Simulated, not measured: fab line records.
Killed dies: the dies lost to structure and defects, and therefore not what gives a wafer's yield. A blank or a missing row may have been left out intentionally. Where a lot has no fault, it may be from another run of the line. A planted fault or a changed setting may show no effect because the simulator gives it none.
One fault through the eyes of 2 desks ; flow n5Finfet ; what lay behind the numbers comes last; until then each desk has only its own

## AT THE METROLOGY DESK
What the gauges read for every lot (on any tool): the sampled wafers with a number, averaged. The brackets show how far a lot's mean lies from the usual mean; more than 4 standard deviations puts the lot out of limits, marked OUT. Only the readings that lie furthest out on some lot appear, 7 of the 12 it has.
Columns: A = M0_ABLK_OVL at N5_BEOL_M0_CUTY_OVL_MEAS_58, usual 0.4 nm; B = DIBL_N at N5_BEOL_M4_RC_MEAS_101, usual 35.9 mV/V; C = IOFF_N at N5_BEOL_M4_RC_MEAS_101, usual 0.152 nA/um; D = IOFF_P at N5_BEOL_M4_RC_MEAS_101, usual 0.204 nA/um; E = ION_P at N5_BEOL_M4_RC_MEAS_101, usual 462 uA/um; F = VT_N at N5_BEOL_M4_RC_MEAS_101, usual 250.3 mV; G = VT_P at N5_BEOL_M4_RC_MEAS_101, usual -250.6 mV
lot;first seen here;A;B;C;D;E;F;G
L222;day 5 19:54;1.5;36.5;0.141;0.188;458;252.5;-252.3
L224;day 6 06:35;0.8;33.7;0.138;0.195;463;250.6;-250.3
L225;day 6 10:25;-0.3;35.9;0.160;0.192;458;250.0;-253.1
L228;day 7 01:44;0.5;36.6;0.151;0.220;458;251.4;-250.0
L232;day 8 06:13;1.1;37.6;0.204;0.224;461;244.3;-251.0
L236;day 9 04:35;-0.4;33.7;0.148;0.213;473;249.6;-247.9
L238;day 9 13:32;1.2;35.4;0.144;0.195;463;251.3;-250.1
L242;day 10 13:59;-0.5;35.9;0.158;0.182;454;249.6;-254.8
L243;day 10 18:34;1.2;35.1;0.133;0.171;455;253.8;-255.0
L245;day 11 06:40;0.0;35.5;0.137;0.225;471;251.2;-246.5
Result from this desk: across the 10 lots, nothing is out of limits.

## AT THE TOOL OWNER'S DESK: aldSin-01
The tool's own readings at N5_BEOL_M0_SAQP_ALD_48 (deposits SiO2, target thk 20 nm, pulse time 1 s, co reactant pulse time 1 s): means of the sampled wafers that have a number, for each lot that ran on this tool. The brackets show how far a lot's mean lies from the usual mean; more than 4 standard deviations puts the lot out of limits, marked OUT.
Columns: A = heaterPowerW at N5_BEOL_M0_SAQP_ALD_48, usual 80 W; B = precursorPulseHeightRel at N5_BEOL_M0_SAQP_ALD_48, usual 1.001
lot;first seen here;A;B
L224;day 6 07:18;77;1.016
L225;day 6 11:34;77;0.993
L228;day 7 02:40;77;1.022
L232;day 8 07:44;76;1.016
L245;day 11 07:55;72;1.017
Result from this desk: across the 5 lots, nothing is out of limits.

## PUT TOGETHER
Nothing out of limits was seen by the metrology desk.
The desk of the tool owner found nothing out of limits.

## WHAT THE SIMULATOR PUT IN
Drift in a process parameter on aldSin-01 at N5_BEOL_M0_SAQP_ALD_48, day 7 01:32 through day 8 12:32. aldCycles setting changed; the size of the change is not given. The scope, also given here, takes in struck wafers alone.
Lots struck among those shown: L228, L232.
